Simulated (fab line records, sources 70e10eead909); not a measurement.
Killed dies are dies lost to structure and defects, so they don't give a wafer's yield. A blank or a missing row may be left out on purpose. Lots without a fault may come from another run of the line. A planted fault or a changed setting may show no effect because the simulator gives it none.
Which tool did it? | flow nand_harc | 12 lots, 36 wafers sampled, at 5 steps of a route of 1302

WHAT THE GAUGES READ, wafer by wafer
NHARC_P_M0_CD_MEAS_09: target cd 90 nm. Usual: cd_nm 90.0 nm, standard deviation 0.62.
lot  | measured     | on        | cd_nm (nm)     | flag
L712 | day 7 01:23  | cd_sem-01 | 91.1 90.4 90.6 |
L714 | day 7 21:20  | cd_sem-01 | 89.9 89.3 90.1 |
L715 | day 8 05:20  | cd_sem-03 | 90.5 90.5 90.6 |
L716 | day 9 00:52  | cd_sem-03 | 89.4 90.2 90.5 |
L718 | day 9 06:50  | cd_sem-03 | 89.7 90.3 89.2 |
L719 | day 9 21:52  | cd_sem-03 | 90.8 90.4 90.5 |
L720 | day 10 02:10 | cd_sem-02 | 90.5 90.0 90.9 |
L721 | day 10 13:32 | cd_sem-03 | 90.6 89.5 90.0 |
L728 | day 13 11:43 | cd_sem-03 | 89.0 90.1 90.2 |
L730 | day 14 11:11 | cd_sem-03 | 88.9 90.8 88.9 |
L732 | day 15 11:49 | cd_sem-01 | 89.3 90.3 89.2 |
L733 | day 15 18:14 | cd_sem-02 | 89.2 89.9 90.2 |

NHARC_END_SORT_01. Usual: defect_limited_yield 92.0 %, standard deviation 2.4; killed_at_array 50, standard deviation 16; killed_at_other 0.8, standard deviation 1; killed_at_periphery 4, standard deviation 3.1; killed_dies 54, standard deviation 16; killed_open 3.2, standard deviation 2; killed_short 2.5, standard deviation 1.6; sort_bin_2_pct 2.8 %, standard deviation 1; sort_bin_3_pct 0.6 %, standard deviation 0.35; sort_bin_4_pct 4.6 %, standard deviation 1.4; sort_n_pass 623, standard deviation 16; sort_rim_yield_pct 90 %, standard deviation 4.3; sort_yield_pct 92.0 %, standard deviation 2.4.
lot  | measured     | on        | defect_limited_yield (%) | killed_at_array | killed_at_other | killed_at_periphery | killed_dies | killed_open | killed_short | sort_bin_2_pct (%) | sort_bin_3_pct (%) | sort_bin_4_pct (%) | sort_n_pass | sort_rim_yield_pct (%) | sort_yield_pct (%) | flag
L712 | day 25 05:30 | prober-02 | 92.6 93.4 94.7           | 46 41 34        | 1 0 1           | 3 4 1               | 50 45 36    | 2 3 3       | 6 2 1        | 1.6 2.2 1.8        | 0.6 0.7 0.6        | 5.2 3.7 3.0        | 627 632 641 | 98 97 98               | 92.6 93.4 94.7     |
L719 | day 28 03:41 | prober-01 | 96.5 97.5 96.5           | 22 15 21        | 0 0 1           | 2 2 2               | 24 17 24    | 1 2 4       | 1 2 1        | 0.6 0.9 1.2        | 0.1 0.1 0          | 2.8 1.5 2.4        | 653 660 653 | 95 96 95               | 96.5 97.5 96.5     |

WHICH TOOL RAN EACH LOT (tool, then ch and the chambers of the sampled wafers, then the start)
lot  | NHARC_P_M0_PVD_20                       | NHARC_P_M1_SOFTBAKE_04            | NHARC_P_M1_ETCH_15
L712 | pvd_sputter-02, day 7 05:00 or earlier  | litho_track-01 ch 0, day 7 05:00  | rie_diel-08 ch 0,1,3, day 25 05:30 or earlier
L714 | pvd_sputter-02, day 8 01:00 or earlier  | litho_track-04 ch 0, day 8 01:00  | rie_diel-09 ch 0,1, no start
L715 | pvd_sputter-02, day 8 09:00 or earlier  | litho_track-06 ch 0, day 8 09:00  | rie_diel-09 ch 0,3, no start
L716 | pvd_sputter-03, day 9 04:00 or earlier  | litho_track-01 ch 0, day 9 04:00  | rie_diel-09 ch 2,3, day 9 05:21
L718 | pvd_sputter-02, day 9 10:00 or earlier  | litho_track-01 ch 0, day 9 10:00  | rie_diel-08 ch 0,1,2, no start
L719 | pvd_sputter-02, day 10 01:00 or earlier | litho_track-01 ch 0, day 10 01:00 | rie_diel-09 ch 0,2, day 28 03:41 or earlier
L720 | pvd_sputter-01, day 10 05:00 or earlier | litho_track-06 ch 0, day 10 05:00 | rie_diel-07 ch 1,2,3, no start
L721 | pvd_sputter-02, day 10 17:00 or earlier | litho_track-01 ch 0, day 10 17:00 | rie_diel-09 ch 0,2,3, no start
L728 | pvd_sputter-03, day 13 15:00 or earlier | litho_track-01 ch 0, day 13 15:00 | rie_diel-08 ch 1,2, no start
L730 | pvd_sputter-02, day 14 14:00 or earlier | litho_track-01 ch 0, day 14 14:00 | rie_diel-08 ch 0,2,3, no start
L732 | pvd_sputter-01, day 15 15:00 or earlier | litho_track-06 ch 0, day 15 15:00 | rie_diel-08 ch 1,2,3, no start
L733 | pvd_sputter-02, day 15 22:00 or earlier | litho_track-04 ch 0, day 15 22:00 | rie_diel-08 ch 0,2,3, no start
- NHARC_P_M0_PVD_20: deposits TaN, target thk 5 nm, time 8.06 s.
- NHARC_P_M1_SOFTBAKE_04: time 55 s.
- NHARC_P_M1_ETCH_15: etches the open film in C4F8/Ar, target depth 182.5 nm, time 91.2 s.

WHAT THE TOOLS THEMSELVES READ (means of the sampled wafers that have a number; where no wafer has one, the mark that the record gives instead)
NHARC_P_M0_PVD_20. Usual: bias_v 168.4 V, standard deviation 1.7; throttle_valve_pct 29.6 %, standard deviation 0.52.
lot  | tool           | bias_v (V) | throttle_valve_pct (%) | flag
L712 | pvd_sputter-02 | 168.0      | 29.5                   |
L714 | pvd_sputter-02 | 168.1      | 29.7                   |
L715 | pvd_sputter-02 | 168.2      | 29.4                   |
L716 | pvd_sputter-03 | 168.4      | 29.6                   |
L718 | pvd_sputter-02 | 169.3      | 29.8                   |
L719 | pvd_sputter-02 | 167.7      | 29.7                   |
L720 | pvd_sputter-01 | 169.8      | 30.0                   |
L721 | pvd_sputter-02 | 168.0      | 29.5                   |
L728 | pvd_sputter-03 | 169.1      | 29.5                   |
L730 | pvd_sputter-02 | 168.5      | 29.8                   |
L732 | pvd_sputter-01 | 169.1      | 29.5                   |
L733 | pvd_sputter-02 | 166.4      | 29.6                   |

NHARC_P_M1_SOFTBAKE_04. Usual: heater_power_total_W 188.45 W, standard deviation 0.15; plate_temp_C 104.99 C, standard deviation 0.12.
lot  | tool           | heater_power_total_W (W) | plate_temp_C (C) | flag
L712 | litho_track-01 | 188.36                   | 104.94           |
L714 | litho_track-04 | 188.51                   | 105.11           |
L715 | litho_track-06 | 188.45                   | 104.99           |
L716 | litho_track-01 | 188.49                   | 105.09           |
L718 | litho_track-01 | 188.41                   | 105.06           |
L719 | litho_track-01 | 188.38                   | 105.07           |
L720 | litho_track-06 | 188.38                   | 105.00           |
L721 | litho_track-01 | 188.41                   | 105.06           |
L728 | litho_track-01 | 191.27                   | 104.93           | OFF
L730 | litho_track-01 | 190.92                   | 105.08           | OFF
L732 | litho_track-06 | 188.60                   | 104.98           |
L733 | litho_track-04 | 188.51                   | 105.07           |

NHARC_P_M1_ETCH_15. Usual: oes_product_au 0.952 a.u., standard deviation 0.021; rf_vpp_V 441.5 V, standard deviation 2.2.
lot  | tool        | oes_product_au (a.u.) | rf_vpp_V (V) | flag
L712 | rie_diel-08 | 0.958                 | 439.1        |
L714 | rie_diel-09 | 0.981                 | 443.5        |
L715 | rie_diel-09 | 0.944                 | 441.8        |
L716 | rie_diel-09 | 0.945                 | 443.2        |
L718 | rie_diel-08 | 0.977                 | 440.4        |
L719 | rie_diel-09 | 0.959                 | 444.0        |
L720 | rie_diel-07 | 0.972                 | 439.6        |
L721 | rie_diel-09 | 0.915                 | 442.7        |
L728 | rie_diel-08 | 0.946                 | 439.8        |
L730 | rie_diel-08 | 0.922                 | 440.2        |
L732 | rie_diel-08 | 0.959                 | 440.4        |
L733 | rie_diel-08 | 0.938                 | 440.4        |

THE ANSWER, worked out from the rows above alone
Rule: a lot is off if the mean of its wafers that have a number lies more than 3 standard deviations from the usual mean. A lot without any number at a reading at which 4 lots or more have one is off too. The other lots that the step has rows for count as sound. The gauges are gone through in route order, then the tools' own readings, and for those a lot's mean is taken as printed above. The first step at which some lot is off is used, and at that step the reading that is off furthest; a lot without a number counts as furthest.
Off: L728, L730, at NHARC_P_M1_SOFTBAKE_04 (heater_power_total_W).
A tool fits if, at that step or a process step before it, it ran every lot that is off, and no sound lot after the first of them. NHARC_P_M0_PVD_20 gives no start for some lots, so the hours and the order of its lots are those of NHARC_P_M1_SOFTBAKE_04. One fits: litho_track-01 at NHARC_P_M1_SOFTBAKE_04. Its last sound lot is L721 (day 10 17:00), its first lot that is off L728 (day 13 15:00): a fault that began between those two fits.
The tool's own readings at NHARC_P_M1_SOFTBAKE_04 bear it out: on the lots that are off they differ by more than 5 times the standard deviation of the sound lots' means. heater_power_total_W reads 191.09 W there against 188.45 W on the sound lots.

WHAT THE SIMULATOR HAD PUT IN
Process parameter drift: litho_track-01, from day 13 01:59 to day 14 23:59, at NHARC_P_M1_SOFTBAKE_04. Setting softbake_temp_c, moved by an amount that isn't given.
Lots struck among those shown: L728, L730. The rule above found the same.
